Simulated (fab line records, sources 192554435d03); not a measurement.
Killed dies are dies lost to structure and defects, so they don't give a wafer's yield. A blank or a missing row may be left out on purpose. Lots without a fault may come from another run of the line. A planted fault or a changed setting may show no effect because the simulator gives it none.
One fault seen from 3 desks | flow n5_finfet | each desk has only its own numbers; what lay behind them comes last

THE TOOL OWNER'S DESK: litho_track-03
The tool's own readings at N5_BEOL_M3_COAT_73 (time 60 s, resist thk 5 nm): means of the sampled wafers that have a number, for each lot that ran on this tool. A lot is out of limits, marked OUT, if its mean lies more than 4 standard deviations from the usual mean; the brackets give that distance.
Columns: A = plate_temp_C at N5_BEOL_M3_COAT_73, usual 204.97 C; B = spin_speed_rpm at N5_BEOL_M3_COAT_73, usual 1500.0 rpm
lot  | first seen here | A      | B
L318 | day 8 14:29     | 204.89 | 1498.8
L319 | day 9 10:18     | 205.14 | 1499.5
L322 | day 11 04:19    | 204.99 | 1437.1 (-64) OUT
L324 | day 12 03:28    | 204.83 | 1437.8 (-63) OUT
This desk's finding: out of limits on L322, L324; first on L322, day 11 04:19 (spin_speed_rpm at N5_BEOL_M3_COAT_73). In limits: L318, L319.

THE DEFECT DESK
What the inspections along the route counted, lot by lot: means of the sampled wafers that have a number. A lot is out of limits, marked OUT, if its mean lies more than 4 standard deviations from the usual mean; the brackets give that distance.
Columns: A = raw_defect_count at N5_BEOL_M3_INSPECT_13, usual 408
lot  | first seen here | A
L312 | day 7 15:57     | 379
L313 | day 7 18:20     | 483
L318 | day 8 14:57     | 368
L319 | day 9 10:39     | 333
L322 | day 11 04:40    | 488
L324 | day 12 03:57    | 362
L314 | day 12 09:34    | 463
L331 | day 13 00:10    | 523
L332 | day 13 01:08    | 384
L335 | day 13 11:39    | 398
This desk's finding: nothing out of limits on any of the 10 lots.

THE METROLOGY DESK
What the gauges read, lot by lot, whatever tool the lot ran on: means of the sampled wafers that have a number. A lot is out of limits, marked OUT, if its mean lies more than 4 standard deviations from the usual mean; the brackets give that distance. Of its 11 readings 7 are shown: those that lie furthest out on some lot.
Columns: A = M3_ILD_THK at N5_BEOL_M3_THK_MEAS_01, usual 78.7 nm; B = DIBL_P at N5_BEOL_M4_RC_MEAS_101, usual 36.2 mV/V; C = IOFF_P at N5_BEOL_M4_RC_MEAS_101, usual 0.21 nA/um; D = ION_N at N5_BEOL_M4_RC_MEAS_101, usual 675 uA/um; E = SS_N at N5_BEOL_M4_RC_MEAS_101, usual 71.4 mV/dec; F = VT_N at N5_BEOL_M4_RC_MEAS_101, usual 250.2 mV; G = VT_P at N5_BEOL_M4_RC_MEAS_101, usual -251 mV
lot  | first seen here | A    | B    | C    | D   | E    | F     | G
L312 | day 7 14:58     | 79.1 | 35.5 | 0.26 | 670 | 71.0 | 250.7 | -243
L313 | day 7 15:47     | 78.1 | 36.8 | 0.23 | 686 | 72.2 | 247.7 | -248
L318 | day 8 13:53     | 78.6 | 36.2 | 0.19 | 673 | 71.3 | 250.2 | -251
L319 | day 9 09:50     | 77.9 | 36.4 | 0.19 | 668 | 71.7 | 251.7 | -253
L322 | day 11 04:05    | 79.0 | 36.3 | 0.19 | 678 | 71.6 | 249.3 | -253
L324 | day 12 02:53    | 79.5 | 37.4 | 0.20 | 662 | 72.3 | 250.8 | -251
L314 | day 12 08:22    | 78.3 | 37.6 | 0.23 | 678 | 71.9 | 247.9 | -251
L331 | day 12 21:05    | 79.2 | 33.5 | 0.19 | 668 | 70.7 | 255.1 | -252
L332 | day 13 00:34    | 77.2 | 37.1 | 0.20 | 675 | 71.4 | 247.9 | -250
L335 | day 13 09:43    | 78.7 | 37.1 | 0.22 | 673 | 71.7 | 251.0 | -251
This desk's finding: nothing out of limits on any of the 10 lots.

PUT TOGETHER
The tool owner's desk could have raised an alarm at day 11 04:19, on L322, L324.
The defect desk saw nothing out of limits.
The metrology desk saw nothing out of limits.
The defect desk has L322, L324 on record, within its limits.
The metrology desk has L322, L324 on record, within its limits.
Of the lots named, all ran N5_BEOL_M3_COAT_73 on litho_track-03.

WHAT THE SIMULATOR HAD PUT IN
Process parameter drift: litho_track-03, from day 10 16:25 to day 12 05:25, at N5_BEOL_M3_COAT_73. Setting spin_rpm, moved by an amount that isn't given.
Lots struck among those shown: L322, L324.
Hours from the fault's start to each desk's first reading out of limits: the tool owner's desk, 12.
